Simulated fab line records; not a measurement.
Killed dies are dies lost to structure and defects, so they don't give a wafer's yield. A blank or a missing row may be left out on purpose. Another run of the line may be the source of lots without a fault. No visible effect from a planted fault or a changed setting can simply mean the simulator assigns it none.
fab line records    flow n5-finfet
record: lots: 6  wafers: 16  last-day: 19
route steps=1938 shown BEOL_M10@1516
lots with no fault: from the same line, run without faults
start-h: start of the lot's first displayed wafer, in hours after the record's first day    wait-h: time in hours since the lot's previous step    " as in the row above    L1.1+2: a single row standing in for several wafers    - no value present, or no start provided    * or withheld: withheld    < > ~ a bound
route shown NAME@n: NAME is a module with steps in the file, n the number in the route of the first one    usual: mean/standard deviation of fault-free wafers    same: alike in all rows    chamber/n: place in a boat    sites: each site's reading    _std_site: the values' standard deviation    _edge_site: inner sites' mean taken away from outer sites' mean    radius-mm: for every site, how far away it sits from the centre of the wafer    mask NAME#n: copy n    behind: tool/chamber where the wafer was last shaped    hold: why the lot was held/for how many hours/how that ended    device: whichever transistor did not switch (one of n, p or np)    end of line: tests of these same wafers at the route's end    step lacking rows: just its recipe    killed: not the wafer's yield, but the dies lost to structure and defects at the first sort    map: the dies of a wafer, with x for killed, . for not killed, _ for no die there
set.NAME: the setting that was run; set.NAME@STEP: the one run at that earlier step    model.NAME: the simulator's own value behind a step, which no gauge read
certain route steps with their lots: each step a table, each wafer a row
services: from which hour (start-h, from the record's first day; less than 0 if before it) a tool's chamber was out of use, for how many hours, and why
== steps ==
step: N5_BEOL_M10_HM_STRIP_39
recipe: chemistry: peroxide-tin-strip  material: TiN  target-depth-a: 250  temp-c: 50  time-s: 158
step: N5_BEOL_M10_SRD_40
recipe: time-s: 30  temp-c: 23  rinse-liquid: diw  dry: ipa-marangoni
step: N5_BEOL_M10_PRECLEAN_42
recipe: chemistry: residue-remover  time-s: 60  temp-c: 40
step: N5_BEOL_M10_SRD_43
recipe: time-s: 30  temp-c: 23  rinse-liquid: diw  dry: ipa-marangoni
step: N5_BEOL_M10_CD_MEAS_35
recipe: target-cd-nm: 70  polarity: opening
usual: cd-nm: 70.1/0.54
lot.wafer  tool       chamber  start-h  wait-h  cd-nm
L497.1     cd-sem-01  -        258.67   0.0     69.5
L497.4     "          -        "        "       70.0
L497.5     "          -        "        "       69.8
L500.2     cd-sem-01  -        268.01   0.0     71.1
L500.3     "          -        "        "       70.6
L500.5     "          -        "        "       69.9
L512.1     cd-sem-02  -        365.85   0.0     70.0
L512.5     "          -        "        "       70.1
L514.3     cd-sem-02  -        386.42   0.0     69.0
L514.4     "          -        "        "       69.6
L514.5     "          -        "        "       68.7
L513.2     cd-sem-03  -        390.46   0.0     70.7
L513.5     "          -        "        "       70.4
L519.3     cd-sem-03  -        401.98   0.0     69.4
L519.4     "          -        "        "       70.1
L519.6     "          -        "        "       70.3
step: N5_BEOL_M10_CURE_72
recipe: temp-c: 370  time-s: 120  ambient: DMADMS/He  material: SiCOH_lowk
usual: lamp-power-pct: 52.31/0.056  wafer_temp_C_max: 371.6/0.6
lot.wafer  tool        chamber  start-h  wait-h  lamp-power-pct  wafer_temp_C_max
L497.1     uv-cure-03  1        258.71   0.0     52.32           370.8
L497.4     "           1        "        "       52.32           371.0
L497.5     "           1        "        "       52.26           371.0
L500.2     uv-cure-02  1        268.10   0.1     52.34           371.7
L500.3     "           1        "        "       52.30           372.0
L500.5     "           1        "        "       52.29           372.5
L512.1     uv-cure-01  1        365.89   0.0     52.39           371.2
L512.5     "           1        "        "       52.43           371.2
L514.3     uv-cure-02  1        386.59   0.2     52.29           372.1
L514.4     "           1        "        "       52.34           372.3
L514.5     "           1        "        "       52.33           373.0
L513.2     uv-cure-03  0        390.60   0.1     52.35           371.3
L513.5     "           0        "        "       52.35           371.1
L519.3     uv-cure-02  1        402.12   0.1     52.38           373.6
L519.4     "           1        "        "       52.26           372.1
L519.6     "           1        "        "       52.30           372.2
step: N5_BEOL_M10_DEGAS_44
recipe: ambient: vacuum  temp-c: 250  time-s: 60
usual: heater-power-w: 353/38
lot.wafer  tool            chamber  start-h  wait-h  heater-power-w
L497.1     pvd-sputter-01  -        259.07   0.3     349
L497.4     "               -        "        "       305
L497.5     "               -        "        "       400
L500.2     pvd-sputter-03  -        268.66   0.5     307
L500.3     "               -        "        "       336
L500.5     "               -        "        "       406
L512.1     pvd-sputter-01  -        366.25   0.3     315
L512.5     "               -        "        "       333
L514.3     pvd-sputter-01  -        386.94   0.3     303
L514.4     "               -        "        "       321
L514.5     "               -        "        "       328
L513.2     pvd-sputter-03  -        391.21   0.5     337
L513.5     "               -        "        "       322
L519.3     pvd-sputter-03  -        402.43   0.3     308
L519.4     "               -        "        "       317
L519.6     "               -        "        "       322
step: N5_BEOL_M10_PRE_CLEAN_45
recipe: gas: H2/He  time-s: 30  temp-c: 250
usual: heater-power-w: 352/38
lot.wafer  tool            chamber  start-h  wait-h  heater-power-w
L497.1     pvd-sputter-01  -        259.11   0.0     338
L497.4     "               -        "        "       311
L497.5     "               -        "        "       397
L500.2     pvd-sputter-03  -        268.70   0.0     305
L500.3     "               -        "        "       333
L500.5     "               -        "        "       407
L512.1     pvd-sputter-01  -        366.29   0.0     328
L512.5     "               -        "        "       331
L514.3     pvd-sputter-01  -        386.98   0.0     306
L514.4     "               -        "        "       322
L514.5     "               -        "        "       328
L513.2     pvd-sputter-03  -        391.25   0.0     333
L513.5     "               -        "        "       314
L519.3     pvd-sputter-03  -        402.47   0.0     303
L519.4     "               -        "        "       317
L519.6     "               -        "        "       322
step: N5_BEOL_M10_ALD_74
recipe: material: TaN  target-thk-a: 20  temp-c: 275  ald-precursor-family: PDMAT  ald-co-reactant: NH3  pressure-torr: 3  carrier-flow-sccm: 1500  pulse-time-s: 2  purge-time-s: 3  co-reactant-purge-time-s: 2  co-reactant-pulse-time-s: 3  ald-cycles: 40  precursor-vessel-temp-c: 75  precursor-vessel-pressure-torr: 26.25  precursor-vessel-carrier-sccm: 1000
step: N5_BEOL_M10_SURFACE_TREAT_76
recipe: gas: Ar  time-s: *  ion-energy-ev: *  ion-current-ma-cm2: 0.5  pressure-mtorr: *  ar-flow-sccm: 30
step: N5_BEOL_M10_CVD_75
recipe: material: Co  target-thk-a: 20  temp-c: withheld  precursor: CCTBA/H2  pressure-torr: 30  time-s: 138.9
step: N5_BEOL_M10_SPUTTER_48
recipe: material: Cu  target-thk-a: 120  temp-c: -20  bias-v: 60  power-w: 26000  chamber-pressure-pa: 0.13  time-s: 2
usual: bias-v: 60.0/0.6  throttle-valve-pct: 30.0/1.2
lot.wafer  tool            chamber  start-h  wait-h  bias-v  throttle-valve-pct
L497.1     pvd-sputter-03  -        259.70   0.1     58.8    29.2
L497.4     "               -        "        "       60.3    32.1
L497.5     "               -        "        "       60.0    29.5
L500.2     pvd-sputter-01  -        269.22   0.1     60.4    28.1
L500.3     "               -        "        "       60.0    30.6
L500.5     "               -        "        "       59.8    28.0
L512.1     pvd-sputter-03  -        366.86   0.1     59.8    31.0
L512.5     "               -        "        "       60.5    31.1
L514.3     pvd-sputter-03  -        388.07   0.1     59.1    29.2
L514.4     "               -        "        "       59.4    32.4
L514.5     "               -        "        "       58.8    28.9
L513.2     pvd-sputter-02  -        392.01   0.1     59.3    30.3
L513.5     "               -        "        "       58.9    30.1
L519.3     pvd-sputter-03  -        403.33   0.1     59.7    29.3
L519.4     "               -        "        "       59.6    29.3
L519.6     "               -        "        "       59.7    29.2
step: N5_BEOL_M10_ECD_50
recipe: material: Cu  target-thk-a: 3180
lot.wafer  tool       chamber  start-h  wait-h  model.Cu_of_BEOL_M10_ECD_50.thk-nm
L497.1     ecd-cu-02  0        259.82   0.1     318.4
L497.4     "          0        "        "       315.6
L497.5     "          1        "        "       314.8
L500.2     ecd-cu-01  0        269.34   0.1     324.6
L500.3     "          1        "        "       322.8
L500.5     "          1        "        "       319.2
L512.1     ecd-cu-01  0        366.98   0.1     322.6
L512.5     "          1        "        "       423
L514.3     ecd-cu-02  1        388.23   0.1     317.6
L514.4     "          0        "        "       317
L514.5     "          1        "        "       311
L513.2     ecd-cu-01  0        392.13   0.1     315.8
L513.5     "          0        "        "       419.6
L519.3     ecd-cu-02  0        403.48   0.1     316
L519.4     "          1        "        "       320.6
L519.6     "          0        "        "       314.8
step: N5_BEOL_M10_ANNEAL_51
recipe: temp-c: 225  time-s: 90  ambient: N2
usual: wafer_temp_C_max: 226.0/0.32
lot.wafer  tool           chamber  start-h  wait-h  wafer_temp_C_max
L497.1     rtp-anneal-01  0        259.93   0.1     225.6
L497.4     "              0        "        "       225.9
L497.5     "              0        "        "       226.1
L500.2     rtp-anneal-01  0        269.89   0.5     226.4
L500.3     "              0        "        "       225.4
L500.5     "              0        "        "       225.7
L512.1     rtp-anneal-02  0        367.23   0.2     226.5
L512.5     "              0        "        "       226.0
L514.3     rtp-anneal-02  0        389.36   1.1     226.3
L514.4     "              0        "        "       226.5
L514.5     "              0        "        "       226.6
L513.2     rtp-anneal-01  0        392.32   0.2     226.1
L513.5     "              0        "        "       225.8
L519.3     rtp-anneal-01  0        403.65   0.1     225.6
L519.4     "              0        "        "       225.7
L519.6     "              0        "        "       225.9
step: N5_BEOL_M10_CMP_52
recipe: stop-on: SiCOH_lowk  t-overpolish-s: 7  down-force-psi: 1  platen-rpm: 50  clearing-platen-down-force-psi: 1.5  clearing-platen-rpm: 50  post-cmp-clean: cu-alkaline  target-thk-nm: 140  clearing-platen-pad-velocity-m-s: 0.99484  pad-velocity-m-s: 0.99484
usual: head-pressure-psi: 1.0001/0.0021  motor-current-A: 5.7/0.71  time-to-endpoint-s: 66.1/2.8
lot.wafer  tool    chamber  start-h  wait-h  head-pressure-psi  motor-current-A  time-to-endpoint-s
L497.4     cmp-02  0        260.27   0.2     1.0021             5.3              68.9
L497.1     "       2        "        "       0.9949             6.1              66.8
L497.5     "       0        "        "       1.0029             5.5              66.9
L500.2     cmp-03  1        270.38   0.4     0.9959             5.8              71.5
L500.3     "       0        "        "       0.9994             4.7              71.0
L500.5     "       2        "        "       0.9966             7.2              71.0
L512.1     cmp-03  1        367.56   0.3     0.9987             5.6              66.3
L512.5     "       0        "        "       1.0024             5.0              85.2
L514.4     cmp-01  1        389.65   0.2     1.0010             6.2              66.7
L514.3     "       2        "        "       0.9950             5.5              67.6
L514.5     "       0        "        "       1.0009             5.0              65.7
L513.2     cmp-03  3        392.65   0.3     1.0013             5.8              63.6
L513.5     "       1        "        "       1.0011             5.5              85.4
L519.3     cmp-02  2        403.85   0.2     1.0011             5.6              60.0
L519.4     "       3        "        "       0.9991             5.0              60.4
L519.6     "       2        "        "       0.9982             5.9              60.4
step: N5_BEOL_M10_THK_MEAS_53
recipe: thk-meas-gauge: xrf  reads: Cu_of_BEOL_M10_ECD_50
usual: M10_THK: 138.0/2.5
lot.wafer  tool           chamber  start-h  wait-h  M10_THK[nm]
L497.1     film-metro-01  -        260.52   -       140.6
L497.4     "              -        "        "       138.5
L497.5     "              -        "        "       137.5
L500.2     film-metro-01  -        270.67   -       140.1
L500.3     "              -        "        "       139.5
L500.5     "              -        "        "       140.7
L512.1     film-metro-02  -        367.82   -       140.3
L512.5     "              -        "        "       139.4
L514.3     film-metro-02  -        389.87   -       140.6
L514.4     "              -        "        "       135.8
L514.5     "              -        "        "       135.1
L513.2     film-metro-01  -        392.87   -       136.1
L513.5     "              -        "        "       138.7
L519.3     film-metro-02  -        404.15   -       138.3
L519.4     "              -        "        "       135.7
L519.6     "              -        "        "       138.0
== services ==
tool            chamber  start-h  hours  kind
uv-cure-03      -        234.91   7.5    pm
cmp-01          -        244.45   9.3    pm
cmp-03          -        254.32   4.0    pm
cmp-02          -        255.89   0.6    repair
ecd-cu-01       -        258.37   2.3    repair
cmp-01          -        262.96   1.1    repair
pvd-sputter-02  -        265.13   12.8   repair
cmp-02          -        275.61   1.5    repair
ecd-cu-02       -        293.37   0.7    repair
cmp-02          -        295.52   9.9    pm
ecd-cu-01       -        307.20   2.7    repair
cmp-02          -        307.53   3.0    pm
cmp-01          -        323.34   3.7    repair
cmp-01          -        331.12   4.0    pm
cmp-03          -        339.75   1.4    repair
cmp-03          -        351.50   1.3    repair
pvd-sputter-03  -        361.72   2.7    repair
uv-cure-03      -        377.38   2.1    pm
cmp-03          -        378.34   3.5    repair
ecd-cu-01       -        381.78   3.5    pm
cmp-02          -        383.83   4.0    pm
ecd-cu-01       -        387.26   2.6    repair
uv-cure-02      -        399.85   1.7    repair
uv-cure-03      -        403.23   0.6    repair
== key ==
first-sign: step: N5_BEOL_M10_CMP_52  reading: time-to-endpoint-s  direction: up  sigmas: 6.9  usual: *  struck: *
effect none on later readings
model-effect: step: N5_BEOL_M10_ECD_50  value: Cu_of_BEOL_M10_ECD_50.thk-nm  without: 321.8  struck: 421.3
met-at N5_BEOL_M10_ECD_50
struck-wafers L512.5,L513.5
onset-between 269.34 366.98
fault: kind: process-parameter-drift  tool: ecd-cu-01  chamber: -  onset-h: 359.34  steps: N5_BEOL_M10_ECD_50  channel: target-thk-a  offset: *  shape: step  end-h: 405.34  scope: struck-wafers-only  acts-in: *  stated: *
